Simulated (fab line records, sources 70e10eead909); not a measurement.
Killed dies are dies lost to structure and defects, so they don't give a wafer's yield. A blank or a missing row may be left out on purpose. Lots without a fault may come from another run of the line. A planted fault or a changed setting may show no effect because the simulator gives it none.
Which tool did it? | flow nand_harc | 11 lots, 33 wafers sampled, at 3 steps of a route of 1302

WHAT THE GAUGES READ, wafer by wafer
NHARC_A_M0_OVL_MEAS_10: pitch 160 nm.
lot  | measured     | on         | overlay_x_nm (nm)
L074 | day 23 03:28 | overlay-02 | 0.9 1.1 1.1
L078 | day 23 19:32 | overlay-02 | -0.6 -0.6 -1.0
L079 | day 25 05:58 | overlay-02 | 0.6 0.6 0.6
L080 | day 26 07:38 | overlay-02 | 1.8 1.7 1.4
L082 | day 26 15:36 | overlay-02 | 1.4 0.5 0.9
L085 | day 27 12:22 | overlay-02 | 0.8 0.8 1.1
L087 | day 28 04:01 | overlay-02 | -0.5 -1.1 -1.3
L091 | day 28 18:36 | overlay-02 | -0.5 0.0 -0.7
L088 | day 29 03:46 | overlay-02 | 1.2 0.8 0.6
L093 | day 30 05:08 | overlay-02 | -0.2 0.4 0.6
L097 | day 32 03:17 | overlay-02 | 0.8 0.7 0.7

WHICH TOOL RAN EACH LOT (tool, then ch and the chambers of the sampled wafers, then the start)
lot  | NHARC_A_BLC_DESCUM_15              | NHARC_A_BLC_STRIP_29
L074 | rie_diel-02 ch 0,1,3, day 22 23:26 | rie_diel-07 ch 0,2,3, day 23 00:28
L078 | rie_diel-02 ch 0,3, day 23 15:41   | rie_diel-02 ch 2,3, day 23 16:46
L079 | rie_diel-07 ch 1,2,3, day 25 01:40 | rie_diel-07 ch 0,2,3, day 25 03:13
L080 | rie_diel-07 ch 0,1,3, day 26 03:40 | rie_diel-02 ch 0,1,3, day 26 04:44
L082 | rie_diel-07 ch 0,1, day 26 11:37   | rie_diel-02 ch 1,3, day 26 12:39
L085 | rie_diel-07 ch 1,2,3, day 27 08:26 | rie_diel-02 ch 0,1,3, day 27 09:29
L087 | rie_diel-09 ch 0,1,3, day 28 00:11 | rie_diel-02 ch 1,2,3, day 28 01:14
L091 | rie_diel-07 ch 0,1,2, day 28 14:38 | rie_diel-02 ch 0,1,3, day 28 15:41
L088 | rie_diel-07 ch 0,1,2, day 28 23:48 | rie_diel-07 ch 1,2,3, day 29 00:50
L093 | rie_diel-02 ch 1,2,3, day 30 01:20 | rie_diel-07 ch 0,1,2, day 30 02:22
L097 | rie_diel-02 ch 0,1,2, day 31 23:28 | rie_diel-09 ch 0,1,2, day 32 00:30
- NHARC_A_BLC_DESCUM_15: chemistry O2, time 3 s.
- NHARC_A_BLC_STRIP_29: strips in CF4.

THE ANSWER, worked out from the rows above alone
Rule: what is usual is taken from the lots themselves. Put in order of their means at a reading, lots are off if they are a third of the lots or fewer, leave a main group of 4 or more, and stand apart from it by a gap of 3 or more times the standard deviation of the main group's means; of several such gaps the widest counts. A main group whose means are all the same, to the digits that the tables above print for the reading, isn't used. A lot without any number at a reading at which 4 lots or more have one is off too. The other lots that the step has rows for count as sound.
No lot is off at any reading shown: from this, nothing can be told.

WHAT THE SIMULATOR HAD PUT IN
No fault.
